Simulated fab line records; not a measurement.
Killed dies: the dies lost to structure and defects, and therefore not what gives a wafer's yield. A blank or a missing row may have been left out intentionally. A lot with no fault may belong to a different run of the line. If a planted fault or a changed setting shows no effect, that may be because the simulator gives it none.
fab line records + flow n5Finfet
record
- lots=6
- wafers=18
- lastDay=17
route steps=1938 shown BEOL_M4@1026 PASSIVATION@1936
lots that met no fault: from a run of the same line without faults
startH: hours from the record's opening day to when the first of the lot's shown wafers began + waitH: time in hours since the lot's previous step + " the same as in the row above + L1.1+2: one row covering several wafers at once + - either no value or no given start + * or withheld: withheld + < > ~ a bound
route shown NAME@n: names a module that has steps shown in the file, with the first one's number in the route + usual: the fault-free wafers' mean and standard deviation + same: alike in all rows + chamber/n: place in a boat + sites: per-site readings + _std_site: standard deviation across them + _edge_site: inner sites' mean taken away from outer sites' mean + radiusMm: how far each site lies from the wafer's centre + mask NAME#n: copy n + behind: the last tool/chamber to shape the wafer + hold: what put the lot on hold/how long, in hours/how the hold closed + device: the transistor (n, p or np) that didn't switch + end of line: tests run on the same wafers once the route is complete + a step with no rows: only its recipe + killed: count of dies lost to structure and defects at first sort (not the wafer's yield) + map: per-die view of a wafer (x killed, . not killed, _ where there is no die)
set.NAME: the setting that was run; set.NAME@STEP: the one run at that earlier step + model.NAME: the simulator's own value behind a step, which no gauge read
lots at selected steps of the route; one table per step, one row per wafer
services: the hour from which a tool's chamber was out of use, counted from the record's first day as startH (under 0 if before that day), plus the number of hours and why
## steps
# step N5_BEOL_M4_COAT_62
# recipe
- resist=SiARC
- tempC=220
- timeS=60
- spinRpm=1500
- resistThkNm=12
# step N5_BEOL_M4_COAT_73
# recipe
- resist=underlayer
- tempC=205
- timeS=60
- spinRpm=1500
- resistThkNm=5
# step N5_BEOL_M4_COAT_05
# recipe
- resist=CAR-EUV
- spinRpm=1500
- resistThkNm=30
# step N5_BEOL_M4_EBR_07
# recipe
- solvent=PGMEA
- ebrWidthMm=1.5
# step N5_BEOL_M4_SOFTBAKE_06
# recipe
- tempC=110
- timeS=60
- resist=CAR-EUV
# step N5_BEOL_M4_EXPOSE_08
# recipe
- maskId=M4
- na=0.33
- sourceShape=dipole
- sigmaInner=0.369
- sigmaOuter=0.767
- polarization=unpolarized
- doseMj=41.25
# step N5_BEOL_M4_PEB_09
# recipe
- pebTempC=100
- pebTimeS=60
- resist=CAR-EUV
# step N5_BEOL_M4_DEVELOP_10
# recipe
- developTimeS=30
- developer=TMAH
- resist=CAR-EUV
- rinseLiquid=surfactantRinse
- dry=airSpin
- devTempC=23
# step N5_BEOL_M4_CD_MEAS_11
# recipe
- targetCdNm=16.79
- landingEnergyEv=500
- detector=seInlens
- polarity=opening
# usual
- cdNm=16.80/0.27
| lot.wafer | tool     | chamber | startH | waitH | cdNm  |
|-----------|----------|---------|--------|-------|-------|
| L496.2    | cdSem-03 | 0       | 180.54 | -     | 16.76 |
| L496.3    | "        | 0       | "      | "     | 16.71 |
| L496.5    | "        | 0       | "      | "     | 16.96 |
| L499.3    | cdSem-02 | 0       | 200.16 | -     | 16.90 |
| L499.4    | "        | 0       | "      | "     | 17.14 |
| L499.5    | "        | 0       | "      | "     | 16.90 |
| L510.2    | cdSem-02 | 0       | 267.08 | -     | 16.97 |
| L510.5    | "        | 0       | "      | "     | 17.13 |
| L510.6    | "        | 0       | "      | "     | 16.22 |
| L509.3    | cdSem-01 | 0       | 269.94 | -     | 16.30 |
| L509.4    | "        | 0       | "      | "     | 16.82 |
| L509.5    | "        | 0       | "      | "     | 16.40 |
| L511.2    | cdSem-03 | 0       | 283.72 | -     | 16.59 |
| L511.3    | "        | 0       | "      | "     | 16.94 |
| L511.4    | "        | 0       | "      | "     | 16.45 |
| L512.1    | cdSem-03 | 0       | 286.90 | -     | 17.17 |
| L512.4    | "        | 0       | "      | "     | 16.51 |
| L512.6    | "        | 0       | "      | "     | 16.68 |
# step N5_BEOL_M4_OVL_MEAS_12
# recipe
- pointsPerWafer=522
# usual
- M4_OVL=0.0/0.62
| lot.wafer | tool       | chamber | startH | waitH | M4_OVL[nm] |
|-----------|------------|---------|--------|-------|------------|
| L496.2    | overlay-01 | 0       | 180.57 | 0.0   | 0.0        |
| L496.3    | "          | 0       | "      | "     | 0.6        |
| L496.5    | "          | 0       | "      | "     | 0.8        |
| L499.3    | overlay-01 | 0       | 200.20 | 0.0   | 0.7        |
| L499.4    | "          | 0       | "      | "     | 0.2        |
| L499.5    | "          | 0       | "      | "     | 0.3        |
| L510.2    | overlay-02 | 0       | 267.11 | 0.0   | 0.8        |
| L510.5    | "          | 0       | "      | "     | 0.4        |
| L510.6    | "          | 0       | "      | "     | 1.0        |
| L509.3    | overlay-01 | 0       | 269.98 | 0.0   | 0.4        |
| L509.4    | "          | 0       | "      | "     | 0.1        |
| L509.5    | "          | 0       | "      | "     | 0.8        |
| L511.2    | overlay-01 | 0       | 283.75 | 0.0   | 0.1        |
| L511.3    | "          | 0       | "      | "     | 0.6        |
| L511.4    | "          | 0       | "      | "     | 0.3        |
| L512.1    | overlay-01 | 0       | 286.93 | 0.0   | -0.3       |
| L512.4    | "          | 0       | "      | "     | 0.0        |
| L512.6    | "          | 0       | "      | "     | -0.5       |
# step N5_BEOL_M4_INSPECT_13
# recipe
- mode=adi
- inspectInstrument=brightfield
# usual
- rawDefectCount=401/98
| lot.wafer | tool             | chamber | startH | waitH | rawDefectCount |
|-----------|------------------|---------|--------|-------|----------------|
| L496.2    | defectInspect-02 | -       | 180.62 | 0.0   | 573            |
| L496.3    | "                | -       | "      | "     | 450            |
| L496.5    | "                | -       | "      | "     | 736            |
| L499.3    | defectInspect-01 | -       | 200.24 | 0.0   | 385            |
| L499.4    | "                | -       | "      | "     | 316            |
| L499.5    | "                | -       | "      | "     | 378            |
| L510.2    | defectInspect-01 | -       | 267.17 | 0.0   | 303            |
| L510.5    | "                | -       | "      | "     | 462            |
| L510.6    | "                | -       | "      | "     | 265            |
| L509.3    | defectInspect-02 | -       | 270.03 | 0.0   | 400            |
| L509.4    | "                | -       | "      | "     | 500            |
| L509.5    | "                | -       | "      | "     | 525            |
| L511.2    | defectInspect-02 | -       | 283.81 | 0.0   | 423            |
| L511.3    | "                | -       | "      | "     | 613            |
| L511.4    | "                | -       | "      | "     | 800            |
| L512.1    | defectInspect-01 | -       | 286.98 | 0.1   | 431            |
| L512.4    | "                | -       | "      | "     | 446            |
| L512.6    | "                | -       | "      | "     | 353            |
# step N5_BEOL_M4_DESCUM_16
# recipe
- chemistry=O2
- timeS=7
- sourcePowerW=50
- biasPowerW=20
- pressureMtorr=20
- rfFrequencyHz=2.712e+07
- tempC=40
- resist=CAR-EUV
- o2FlowSccm=225
# usual
- drypumpMotorCurrentA=5.7/0.42
- oesProductAu=0.80/0.084
- rfVppV=243.1/1.3
- showerheadPlenumPTorr=2.10/0.063
- throttleValvePct=20.40/0.26
| lot.wafer | tool       | chamber | startH | waitH | drypumpMotorCurrentA | oesProductAu | rfHoursCounterH | rfVppV | showerheadPlenumPTorr | throttleValvePct |
|-----------|------------|---------|--------|-------|----------------------|--------------|-----------------|--------|-----------------------|------------------|
| L496.2    | rieDiel-03 | 0       | 180.99 | 0.4   | 5.5                  | 0.68         | 246             | 241.6  | 1.98                  | 20.36            |
| L496.3    | "          | 2       | "      | "     | 5.9                  | 0.88         | 33              | 242.9  | 2.05                  | 20.44            |
| L496.5    | "          | 3       | "      | "     | 5.6                  | 0.83         | -               | 244.9  | 2.19                  | 20.41            |
| L499.3    | rieDiel-01 | 2       | 200.58 | 0.3   | 5.8                  | 0.70         | 235             | 242.4  | 2.05                  | 20.80            |
| L499.4    | "          | 3       | "      | "     | 5.2                  | 0.85         | 57              | 242.6  | 2.05                  | 20.58            |
| L499.5    | "          | 3       | "      | "     | 5.2                  | 0.85         | -               | 241.4  | 2.05                  | 20.56            |
| L510.2    | rieDiel-03 | 0       | 267.33 | 0.2   | 5.5                  | 0.95         | 14              | 244.2  | 2.24                  | 19.93            |
| L510.5    | "          | 2       | "      | "     | 5.9                  | 0.82         | -               | 243.4  | 2.04                  | 20.48            |
| L510.6    | "          | 1       | "      | "     | 6.7                  | 0.87         | -               | 241.9  | 2.05                  | 20.45            |
| L509.3    | rieDiel-03 | 1       | 270.06 | 0.0   | 6.8                  | 0.87         | 61              | 240.7  | 2.05                  | 20.47            |
| L509.4    | "          | 0       | "      | "     | 5.5                  | 0.95         | 15              | 245.4  | 2.24                  | 19.96            |
| L509.5    | "          | 1       | "      | "     | 6.8                  | 0.87         | -               | 242.3  | 2.05                  | 20.46            |
| L511.2    | rieDiel-01 | 0       | 283.84 | 0.0   | 5.1                  | 0.79         | 111             | 239.9  | 2.04                  | 20.28            |
| L511.3    | "          | 3       | "      | "     | 5.2                  | 0.81         | 91              | 242.0  | 2.04                  | 20.61            |
| L511.4    | "          | 2       | "      | "     | 5.8                  | 0.96         | 7               | 242.0  | 2.05                  | 20.47            |
| L512.1    | rieDiel-01 | 1       | 287.02 | 0.0   | 5.5                  | 0.85         | 74              | 244.2  | 2.10                  | 19.96            |
| L512.4    | "          | 0       | "      | "     | 5.1                  | 0.79         | 113             | 241.4  | 2.04                  | 20.29            |
| L512.6    | "          | 1       | "      | "     | 5.5                  | 0.85         | -               | 243.4  | 2.10                  | 19.98            |
# step N5_BEOL_M4_ETCH_74
# recipe
- chemistry=N2/H2
- target=underlayer
- targetDepthA=65
- maskMaterial=CAR-EUV
- timeS=5.2
- ionEnergyEv=200
- pressureMtorr=30
- sourceW=840
- biasW=150
- n2FlowSccm=200
- h2FlowSccm=200
- ends=cleared
# usual
- drypumpMotorCurrentA=5.7/0.42
- etchRfOnTimeS=5.15/0.14
- oesProductAu=0.68/0.073
- rfVppV=524.1/2.7
- showerheadPlenumPTorr=2.55/0.083
- throttleValvePct=17.8/0.32
| lot.wafer | tool       | chamber | startH | waitH | drypumpMotorCurrentA | etchRfOnTimeS | oesProductAu | rfHoursCounterH | rfVppV | showerheadPlenumPTorr | throttleValvePct |
|-----------|------------|---------|--------|-------|----------------------|---------------|--------------|-----------------|--------|-----------------------|------------------|
| L496.2    | rieDiel-03 | 0       | 181.03 | 0.0   | 5.5                  | 5.28          | 0.57         | 246             | 519.1  | 2.40                  | 17.9             |
| L496.3    | "          | 2       | "      | "     | 5.9                  | 4.99          | 0.76         | 33              | 522.7  | 2.48                  | 17.7             |
| L496.5    | "          | 3       | "      | "     | 5.6                  | 5.21          | 0.70         | -               | 526.6  | 2.68                  | 17.9             |
| L499.3    | rieDiel-01 | 2       | 200.61 | 0.0   | 5.8                  | 5.22          | 0.58         | 235             | 523.5  | 2.52                  | 18.5             |
| L499.4    | "          | 3       | "      | "     | 5.2                  | 5.12          | 0.72         | 57              | 524.2  | 2.47                  | 17.8             |
| L499.5    | "          | 3       | "      | "     | 5.2                  | 5.15          | 0.71         | -               | 520.9  | 2.47                  | 17.8             |
| L510.2    | rieDiel-03 | 0       | 267.37 | 0.0   | 5.5                  | 7.02          | 0.68         | 14              | 529.0  | 2.71                  | 17.4             |
| L510.5    | "          | 2       | "      | "     | 5.9                  | 6.86          | 0.61         | -               | 523.5  | 2.46                  | 17.7             |
| L510.6    | "          | 1       | "      | "     | 6.7                  | 5.00          | 0.75         | -               | 523.3  | 2.47                  | 17.7             |
| L509.3    | rieDiel-03 | 1       | 270.10 | 0.0   | 6.7                  | 5.04          | 0.75         | 61              | 523.8  | 2.46                  | 17.7             |
| L509.4    | "          | 0       | "      | "     | 5.5                  | 5.19          | 0.81         | 15              | 526.3  | 2.71                  | 17.4             |
| L509.5    | "          | 1       | "      | "     | 6.7                  | 6.99          | 0.63         | -               | 521.5  | 2.47                  | 17.6             |
| L511.2    | rieDiel-01 | 0       | 283.88 | 0.0   | 5.1                  | 5.14          | 0.66         | 111             | 521.2  | 2.45                  | 17.5             |
| L511.3    | "          | 3       | "      | "     | 5.2                  | 5.19          | 0.69         | 91              | 523.1  | 2.46                  | 17.8             |
| L511.4    | "          | 2       | "      | "     | 5.8                  | 5.22          | 0.83         | 7               | 522.7  | 2.51                  | 18.1             |
| L512.1    | rieDiel-01 | 1       | 287.05 | 0.0   | 5.6                  | 5.00          | 0.72         | 74              | 524.4  | 2.57                  | 17.6             |
| L512.4    | "          | 0       | "      | "     | 5.1                  | 5.07          | 0.67         | 113             | 520.7  | 2.45                  | 17.5             |
| L512.6    | "          | 1       | "      | "     | 5.6                  | 4.93          | 0.74         | -               | 522.0  | 2.57                  | 17.6             |
# step N5_BEOL_M4_ETCH_63
# recipe
- chemistry=CF4
- target=SiARC
- targetDepthA=156
- maskMaterial=CAR-EUV
- timeS=26
- ionEnergyEv=80
- pressureMtorr=40
- sourceW=545
- biasW=36
- Ar_flow_sccm=100
- cf4FlowSccm=100
- ends=cleared
# usual
- drypumpMotorCurrentA=5.7/0.42
- etchRfOnTimeS=25.8/0.62
- oesProductAu=0.68/0.072
- rfVppV=184.1/1.2
- showerheadPlenumPTorr=2.14/0.061
- throttleValvePct=15.6/0.31
| lot.wafer | tool       | chamber | startH | waitH | drypumpMotorCurrentA | etchRfOnTimeS | oesProductAu | rfHoursCounterH | rfVppV | showerheadPlenumPTorr | throttleValvePct |
|-----------|------------|---------|--------|-------|----------------------|---------------|--------------|-----------------|--------|-----------------------|------------------|
| L496.2    | rieDiel-03 | 0       | 181.04 | 0.0   | 5.5                  | 26.2          | 0.59         | 247             | 183.9  | 2.02                  | 15.6             |
| L496.3    | "          | 2       | "      | "     | 5.9                  | 25.4          | 0.75         | 33              | 183.7  | 2.09                  | 15.5             |
| L496.5    | "          | 3       | "      | "     | 5.6                  | 25.6          | 0.71         | -               | 185.2  | 2.25                  | 15.6             |
| L499.3    | rieDiel-01 | 2       | 200.63 | 0.0   | 5.8                  | 26.1          | 0.59         | 235             | 183.6  | 2.11                  | 16.1             |
| L499.4    | "          | 3       | "      | "     | 5.2                  | 25.6          | 0.72         | 57              | 183.7  | 2.08                  | 15.6             |
| L499.5    | "          | 3       | "      | "     | 5.2                  | 25.7          | 0.72         | -               | 182.3  | 2.08                  | 15.6             |
| L510.2    | rieDiel-03 | 0       | 267.39 | 0.0   | 5.5                  | 25.9          | 0.81         | 14              | 185.3  | 2.27                  | 15.1             |
| L510.5    | "          | 2       | "      | "     | 5.9                  | 25.4          | 0.71         | -               | 182.5  | 2.08                  | 15.6             |
| L510.6    | "          | 1       | "      | "     | 6.7                  | 25.3          | 0.74         | -               | 183.3  | 2.09                  | 15.5             |
| L509.3    | rieDiel-03 | 1       | 270.11 | 0.0   | 6.7                  | 25.3          | 0.74         | 61              | 182.8  | 2.09                  | 15.5             |
| L509.4    | "          | 0       | "      | "     | 5.5                  | 25.8          | 0.80         | 15              | 184.9  | 2.27                  | 15.1             |
| L509.5    | "          | 1       | "      | "     | 6.7                  | 25.5          | 0.75         | -               | 182.8  | 2.09                  | 15.5             |
| L511.2    | rieDiel-01 | 0       | 283.89 | 0.0   | 5.1                  | 25.1          | 0.68         | 111             | 182.2  | 2.08                  | 15.4             |
| L511.3    | "          | 3       | "      | "     | 5.2                  | 25.5          | 0.70         | 91              | 182.5  | 2.07                  | 15.6             |
| L511.4    | "          | 2       | "      | "     | 5.8                  | 25.9          | 0.83         | 7               | 184.5  | 2.10                  | 15.6             |
| L512.1    | rieDiel-01 | 1       | 287.07 | 0.0   | 5.5                  | 24.7          | 0.72         | 74              | 185.1  | 2.16                  | 15.3             |
| L512.4    | "          | 0       | "      | "     | 5.1                  | 25.6          | 0.67         | 113             | 182.5  | 2.08                  | 15.4             |
| L512.6    | "          | 1       | "      | "     | 5.6                  | 24.7          | 0.73         | -               | 183.0  | 2.16                  | 15.3             |
# step N5_BEOL_M4_RC_MEAS_101
# usual
- DIBL_N=37.1/1.9
- DIBL_P=37.2/2.3
- IOFF_N=0.18/0.04
- IOFF_P=0.23/0.044
- ION_N=682/11
- ION_P=468/8.6
- SS_N=71.9/0.68
- SS_P=73.5/0.74
- VT_N=248/3.4
- VT_P=-248/3.4
| lot.wafer | tool      | chamber | startH | waitH | DIBL_N[mV/V] | DIBL_P[mV/V] | IOFF_N[nA/um] | IOFF_P[nA/um] | ION_N[uA/um] | ION_P[uA/um] | SS_N[mV/dec] | SS_P[mV/dec] | VT_N[mV] | VT_P[mV] |
|-----------|-----------|---------|--------|-------|--------------|--------------|---------------|---------------|--------------|--------------|--------------|--------------|----------|----------|
| L496.2    | prober-01 | 0       | 193.14 | 0.2   | 36.8         | 34.4         | 0.15          | 0.21          | 666          | 461          | 71.4         | 73.7         | 250      | -247     |
| L496.3    | "         | 0       | "      | "     | 39.4         | 36.4         | 0.19          | 0.25          | 685          | 471          | 71.6         | 73.8         | 245      | -246     |
| L496.5    | "         | 0       | "      | "     | 40.3         | 38.6         | 0.23          | 0.28          | 693          | 474          | 71.6         | 74.3         | 243      | -242     |
| L499.3    | prober-01 | 0       | 212.99 | 0.3   | 35.9         | 36.9         | 0.17          | 0.24          | 690          | 474          | 71.9         | 73.0         | 249      | -249     |
| L499.4    | "         | 0       | "      | "     | 37.2         | 37.1         | 0.19          | 0.23          | 679          | 466          | 72.2         | 73.2         | 244      | -249     |
| L499.5    | "         | 0       | "      | "     | 37.3         | 37.5         | 0.20          | 0.25          | 693          | 482          | 71.7         | 73.8         | 244      | -244     |
| L510.2    | prober-01 | 0       | 276.37 | 0.2   | 37.3         | 36.2         | 0.18          | 0.19          | 671          | 449          | 72.3         | 73.6         | 248      | -254     |
| L510.5    | "         | 0       | "      | "     | 37.9         | 37.8         | 0.19          | 0.21          | 674          | 458          | 71.9         | 73.8         | 248      | -254     |
| L510.6    | "         | 0       | "      | "     | 36.8         | 35.0         | 0.16          | 0.18          | 662          | 448          | 72.9         | 73.7         | 251      | -254     |
| L509.3    | prober-01 | 0       | 281.06 | 0.3   | 39.5         | 38.7         | 0.21          | 0.29          | 696          | 478          | 71.5         | 73.5         | 246      | -246     |
| L509.4    | "         | 0       | "      | "     | 38.5         | 36.9         | 0.18          | 0.25          | 687          | 475          | 71.7         | 73.5         | 248      | -248     |
| L509.5    | "         | 0       | "      | "     | 37.6         | 36.2         | 0.17          | 0.24          | 687          | 472          | 71.0         | 73.2         | 249      | -248     |
| L511.2    | prober-01 | 0       | 293.13 | 0.2   | 35.8         | 37.2         | 0.17          | 0.22          | 677          | 463          | 71.2         | 73.3         | 246      | -248     |
| L511.3    | "         | 0       | "      | "     | 41.6         | 43.4         | 0.33          | 0.37          | 704          | 475          | 73.3         | 75.0         | 240      | -243     |
| L511.4    | "         | 0       | "      | "     | 41.4         | 43.6         | 0.31          | 0.36          | 691          | 471          | 73.4         | 75.4         | 241      | -243     |
| L512.1    | prober-02 | 0       | 295.37 | 0.0   | 40.0         | 39.4         | 0.24          | 0.25          | 687          | 466          | 73.4         | 73.9         | 243      | -250     |
| L512.4    | "         | 0       | "      | "     | 39.3         | 39.9         | 0.23          | 0.27          | 700          | 475          | 72.2         | 74.8         | 246      | -248     |
| L512.6    | "         | 0       | "      | "     | 41.0         | 39.7         | 0.28          | 0.27          | 695          | 464          | 73.7         | 74.2         | 244      | -248     |
# step N5_PASSIVATION_PROBE_49
# usual
- defectLimitedYield=91.5/1.4
- killed_at_M0_to_M3=32/9.7
- killed_at_M4_up=14/5.3
- killedAtContacts=11/6
- killedAtFrontEnd=39/14
- killedAtOther=3.3/2.7
- killedDies=100/17
- killedOpen=66/13
- killedShort=32/7.4
- sort_bin_4_leakage=0.02/0.16
- sort_bin_5_function=4.9/0.9
- sort_bin_6_memory=3.2/0.72
- sortNPass=1080/17
- sortYieldPct=91.5/1.4
# same
- grossDies=1180
- killedAtBackSide=0
- sort_bin_8_speed[%]=0
| lot.wafer | tool      | chamber | startH | waitH | defectLimitedYield[%] | killed_at_M0_to_M3 | killed_at_M4_up | killedAtContacts | killedAtFrontEnd | killedAtOther | killedDies | killedOpen | killedShort | sort_bin_4_leakage[%] | sort_bin_5_function[%] | sort_bin_6_memory[%] | sortNPass | sortYieldPct[%] |
|-----------|-----------|---------|--------|-------|-----------------------|--------------------|-----------------|------------------|------------------|---------------|------------|------------|-------------|-----------------------|------------------------|----------------------|-----------|-----------------|
| L496.2    | prober-02 | -       | 294.68 | 0.1   | 92.1                  | 22                 | 21              | 8                | 39               | 3             | 93         | 61         | 32          | 0                     | 5.0                    | 2.6                  | 1087      | 92.1            |
| L496.3    | prober-02 | -       | 294.73 | 0.1   | 91.9                  | 37                 | 11              | 11               | 33               | 4             | 96         | 68         | 28          | 0                     | 4.7                    | 3.1                  | 1084      | 91.9            |
| L496.5    | prober-02 | -       | 294.83 | 0.2   | 94.0                  | 20                 | 17              | 12               | 20               | 2             | 71         | 53         | 18          | 0                     | 3.4                    | 2.4                  | 1109      | 94.0            |
# killed by level:class
L496.2 BEOL_M2:geometricParticle:open=9 BEOL_M4:geometricParticle:open=8 FIN_SAQP:geometricParticle:open=7 STI_FIN_REVEAL:geometricParticle:open=7 GATE_CUT:geometricParticle:short=7 BEOL_M4:geometricParticle:short=7 MOL_CONTACT_COAG:geometricParticle:open=7 FIN_SAQP:geometricParticle:short=5
L496.3 BEOL_M2:geometricParticle:open=17 MOL_CONTACT_COAG:geometricParticle:open=8 BEOL_M4:geometricParticle:open=8 BEOL_M0_SAQP:geometricParticle:short=7 FIN_SAQP:geometricParticle:short=6 GATE_CUT:geometricParticle:open=6 FIN_CUT:geometricParticle:open=4 STI_FIN_REVEAL:geometricParticle:open=4
L496.5 BEOL_M4:geometricParticle:open=13 BEOL_M2:geometricParticle:open=11 MOL_CONTACT_COAG:geometricParticle:open=9 BEOL_M0_SAQP:geometricParticle:open=5 FIN_SAQP:geometricParticle:short=3 GATE_CUT:geometricParticle:short=3 GATE_CUT:geometricParticle:open=3 MOL_CONTACT_COAG:geometricParticle:short=3
## services
| tool       | chamber | startH | hours | kind                         |
|------------|---------|--------|-------|------------------------------|
| rieDiel-03 | 0       | 168.28 | 7.7   | repair                       |
| rieDiel-01 | -       | 178.16 | 0.7   | repair                       |
| rieDiel-03 | 0       | 190.42 | -     | clean                        |
| rieDiel-03 | 0       | 190.42 | -     | consumableReplace:esc        |
| rieDiel-03 | 0       | 190.42 | -     | consumableReplace:focusRing  |
| rieDiel-03 | 0       | 190.42 | -     | consumableReplace:showerhead |
| rieDiel-03 | 0       | 190.42 | 35.4  | scheduledDown                |
| rieDiel-03 | 0       | 190.42 | 35.4  | ventCycle                    |
| rieDiel-01 | 2       | 242.59 | -     | clean                        |
| rieDiel-01 | 2       | 242.59 | -     | consumableReplace:focusRing  |
| rieDiel-01 | 2       | 242.59 | 22.9  | scheduledDown                |
| rieDiel-01 | 2       | 242.59 | 22.9  | ventCycle                    |
| rieDiel-03 | 0       | 277.30 | 4.8   | repair                       |
## key
firstSign
- step=N5_BEOL_M4_ETCH_74
- reading=etchRfOnTimeS
- direction=up
- sigmas=13
- usual=*
- struck=*
effect none on later readings
metAt N5_BEOL_M4_ETCH_74
struckWafers L509.5,L510.2,L510.5
onsetBetween 181.03 267.37
fault
- kind=processParameterDrift
- tool=rieDiel-03
- chamber=-
- onsetH=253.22
- steps=N5_BEOL_M4_ETCH_74
- channel=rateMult
- offset=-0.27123
- shape=step
- endH=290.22
- scope=struckWafersOnly
